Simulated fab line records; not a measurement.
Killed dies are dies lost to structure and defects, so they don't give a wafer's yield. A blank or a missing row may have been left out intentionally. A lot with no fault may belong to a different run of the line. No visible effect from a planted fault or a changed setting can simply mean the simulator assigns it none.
Chamber matching | flow n5 finfet | N5_BEOL_M10_DESCUM_16 on rie diel-04: 4 sister chambers
The step chemistry O2, time 7.9 s. 18 wafers are shown with their chamber, then 9 later ones without.

== WAFERS PAIRED WITH THEIR CHAMBERS ==
wafer  | chamber | drypump motor current A (A) | showerhead plenum p Torr (Torr) | throttle valve pct (%)
L074.3 | 3       | 5.3                         | 2.14                            | 20.57
L074.4 | 3       | 5.3                         | 2.14                            | 20.57
L074.5 | 2       | 6.2                         | 2.08                            | 20.47
L077.1 | 2       | 6.2                         | 2.07                            | 20.52
L077.2 | 3       | 5.3                         | 2.14                            | 20.22
L077.5 | 2       | 6.2                         | 2.07                            | 20.51
L080.1 | 3       | 5.4                         | 2.13                            | 20.25
L080.2 | 0       | 6.0                         | 2.05                            | 20.01
L080.5 | 3       | 5.3                         | 2.13                            | 20.23
L082.3 | 0       | 6.0                         | 2.05                            | 20.02
L082.5 | 1       | 5.3                         | 2.13                            | 19.97
L082.6 | 2       | 6.2                         | 2.07                            | 20.52
L086.2 | 3       | 5.3                         | 2.13                            | 20.26
L086.3 | 2       | 6.2                         | 2.07                            | 20.52
L086.6 | 2       | 6.2                         | 2.07                            | 20.53
L088.3 | 3       | 5.3                         | 2.13                            | 20.25
L088.5 | 3       | 5.3                         | 2.13                            | 20.25
L088.6 | 2       | 6.2                         | 2.06                            | 20.53

SIGNATURES, as means of the wafers listed above
reading                  | chamber 0 | chamber 1 | chamber 2 | chamber 3 | scatter within a chamber
drypump motor current A  | 6.000     | 5.300     | 6.200     | 5.312     | 0.025
showerhead plenum p Torr | 2.0500    | 2.1300    | 2.0700    | 2.1338    | 0.00526
throttle valve pct       | 20.0150   | 19.9700   | 20.5143   | 20.3250   | 0.108
Rule: for a wafer and a chamber, the distance is found by dividing, reading by reading, the gap between the wafer's reading and the chamber's mean by the reading's scatter, squaring, summing and taking the root. If the next closest chamber is less than 2 further off than the closest, the wafer can't be placed; otherwise it belongs to the closest. The scatter: take each reading less its chamber's mean, square it, sum over the shown wafers, divide by the number of wafers less the number of chambers, and take the root.

== WAFERS WHOSE CHAMBER IS MISSING ==
wafer  | drypump motor current A (A) | showerhead plenum p Torr (Torr) | throttle valve pct (%)
L090.2 | 5.3                         | 2.13                            | 20.02
L090.4 | 6.0                         | 2.04                            | 20.06
L090.5 | 5.3                         | 2.13                            | 20.01
L097.1 | 6.3                         | 2.06                            | 20.19
L097.2 | 6.0                         | 2.04                            | 20.09
L097.6 | 6.2                         | 2.06                            | 20.17
L096.1 | 5.3                         | 2.12                            | 20.29
L096.3 | 6.2                         | 2.06                            | 20.19
L096.6 | 5.3                         | 2.12                            | 20.30

== WHICH CHAMBER EACH ONE RAN IN ==
wafer  | from the rows above     | in truth
L090.2 | 1                       | 1
L090.4 | 0                       | 0
L090.5 | 1                       | 1
L097.1 | 2                       | 2
L097.2 | 0                       | 0
L097.6 | 2                       | 2
L096.1 | can't be placed: 3 or 1 | 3
L096.3 | 2                       | 2
L096.6 | can't be placed: 3 or 1 | 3
7 of 9 placed correctly. Not placeable from these rows: 2 (in 2, the candidates include the true chamber). Number placed wrongly: 0.
